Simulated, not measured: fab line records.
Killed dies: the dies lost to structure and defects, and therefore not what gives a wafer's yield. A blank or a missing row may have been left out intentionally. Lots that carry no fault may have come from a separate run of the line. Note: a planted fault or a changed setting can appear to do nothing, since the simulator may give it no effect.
Struck lot and sound lot, side by side    flow nandHarc    40 out of 1302 route steps
Sound: wafers L258.1, L258.3, L258.5. The struck wafers were L271.4, L271.5, L271.6. The cause is given at the end.
Order at every step that has rows: each side's tool, ch and its chambers, its first start. Under that, the readings that differ: sound wafers    struck wafers    difference of the means    sigmas: that difference in standard deviations of wafers without a fault.
alike: readings with means less than 2 such deviations apart, plus words and numbers identical on both sides. not compared: withheld readings, readings lacking a value on some wafer, bounds such as >300 that could conceal the same value, and numbers that have no deviation in the record and whose values overlap.
The two part at a step that has a row with sigmas, a row that says differs or no value, or rows on one side only. Numbers that don't overlap but have no deviation are shown without sigmas and don't part them. A reading missing from all wafers of one side parts the sides only when that side holds two or more wafers.

first, 2 steps without rows for these wafers: NHARC_A_BONDPAD_PRE_CLEAN_26 (time 30 s); NHARC_A_BONDPAD_PVD_17 (deposits TaN, target thk 5 nm, time 8.06 s).
NHARC_A_BONDPAD_PVD_27: deposits Cu, target thk 30 nm, time 20.49 s.
  sound on pvdSputter-03; struck on pvdSputter-01
  alike: throttleValvePct
then, 1 step without rows for these wafers: NHARC_A_BONDPAD_ECD_18 (material Cu, target thk 400 nm).
NHARC_A_BONDPAD_ANNEAL_28: time 90 s.
  sound on rtpAnneal-01 ch 0, day 25 02:20; struck on rtpAnneal-02 ch 0, day 30 19:46
  alike: annealTempC, wafer_temp_C_max
then, 1 step without rows for these wafers: NHARC_A_BONDPAD_CMP_19 (polishes, t overpolish 30 s, cu recess touch 16 s, target thk 169.82 nm).
NHARC_A_BONDPAD_THK_MEAS_20: measures by xrf.
  sound on filmMetro-01, day 25 03:00; struck on filmMetro-02, day 30 20:16
  alike: thkNm
then, 1 step without rows for these wafers: NHARC_A_BONDPAD_SRD_21 (time 30 s, dry time 20 s).
NHARC_A_BONDPAD_INSPECT_23:
  sound on defectInspect-02, day 25 03:12; struck on defectInspect-01, day 30 20:29
  alike: rawDefectCount
NHARC_HYBRID_BOND_ACTIVATE_00: chemistry N2, time 60 s.
  sound on rieDiel-03 ch 0,3, day 25 03:17; struck on rieDiel-10 ch 0,1,2, day 30 20:34
  alike: drypumpMotorCurrentA, oesProductAu, rfVppV, showerheadPlenumPTorr
  not compared: rfHoursCounterH
NHARC_HYBRID_BOND_PRECLEAN_01: cleans in DIW, time 300 s.
  sound on wetBench-10 ch 0,6,7, day 25 03:26; struck on wetBench-10 ch 3,6,7, day 30 20:43
  alike: tempC
then, 3 steps without rows for these wafers: NHARC_HYBRID_BOND_SRD_02 (time 30 s, dry time 20 s); NHARC_HYBRID_BOND_BOND_03; NHARC_HYBRID_BOND_ANNEAL_04 (time 7200 s).
NHARC_HYBRID_BOND_OVL_MEAS_05:
  sound on overlay-01, day 25 13:11; struck on overlay-01, day 31 06:10
  alike: overlayXNm, overlayYNm
next, for these wafers, 1 step has no rows: NHARC_THIN_TSV_GRIND_00.
NHARC_THIN_TSV_CMP_01: polishes.
  sound on cmp-03 ch 0,2,3, day 25 15:49; struck on cmp-03 ch 0,1,3, day 31 08:53
  alike: motorCurrentA
NHARC_THIN_TSV_THK_MEAS_02: measures by ir.
  sound on filmMetro-01, day 25 16:03; struck on filmMetro-02, day 31 09:04
  alike: thkNm
then, 12 steps without rows for these wafers: NHARC_THIN_TSV_SRD_03; NHARC_THIN_TSV_PRECLEAN_41 (cleans in SC1); NHARC_THIN_TSV_SRD_42; NHARC_THIN_TSV_DEP_43 (deposits SiO2, target thk 1328.5 nm); NHARC_THIN_TSV_DEHYDRATE_04 (time 120 s); NHARC_THIN_TSV_HMDS_05 (time 30 s); NHARC_THIN_TSV_COAT_06; NHARC_THIN_TSV_SOFTBAKE_07 (time 95 s); NHARC_THIN_TSV_EBR_08; NHARC_THIN_TSV_EXPOSE_09 (exposes mask TSV); NHARC_THIN_TSV_PEB_10 (peb time 85 s); NHARC_THIN_TSV_DEVELOP_11 (time 70 s).
NHARC_THIN_TSV_CD_MEAS_12: target cd 1000 nm.
  sound on cdSem-01 ch 0, day 25 17:07; struck on cdSem-01 ch 0, day 31 10:01
  alike: cdNm
then, 1 step without rows for these wafers: NHARC_THIN_TSV_HARDBAKE_13 (time 80 s).
NHARC_THIN_TSV_DESCUM_14: chemistry O2, time 3 s.
  sound on rieDiel-13 ch 0,1,2, day 25 17:17; struck on rieDiel-12 ch 0,2, day 31 10:12
  alike: drypumpMotorCurrentA, oesProductAu, rfVppV, showerheadPlenumPTorr, throttleValvePct
  not compared: rfHoursCounterH
then, 2 steps without rows for these wafers: NHARC_THIN_TSV_ETCH_44 (etches the open film in CF4/O2, target depth 1594.2 nm, time 797.1 s); NHARC_THIN_TSV_ETCH_15 (target depth 3000 nm, bosch target overetch cycles 2, bosch etch step 2.8 s).
NHARC_THIN_TSV_CD_MEAS_16:
  sound on cdSem-03, day 25 18:05; struck on cdSem-02, day 31 11:22
  alike: cdNm
then, 3 steps without rows for these wafers: NHARC_THIN_TSV_STRIP_45 (strips in O2); NHARC_THIN_TSV_STRIP_46 (strips in post etch residue remover, time 1200 s); NHARC_THIN_TSV_DEP_47 (deposits SiO2, target thk 200 nm).
NHARC_END_SORT_01:
  sound on prober-01 ch 0, day 26 06:48; struck on prober-01 ch 0, day 32 02:19
reading                 sound           struck          difference  sigmas
defectLimitedYield (%)  90.3 93.2 92.3  80.4 85.1 75.3  -11.7       -4
killedAtOther           1 1 0           73 53 107       +77         +94
killedDies              66 46 52        133 101 167     +79         +4
  alike: killedAtArray, killedAtPeriphery, killedOpen, killedShort

== WHERE THEY PART ==
Only at NHARC_END_SORT_01, as far as this record shows.

WHY: whatever the simulator had introduced
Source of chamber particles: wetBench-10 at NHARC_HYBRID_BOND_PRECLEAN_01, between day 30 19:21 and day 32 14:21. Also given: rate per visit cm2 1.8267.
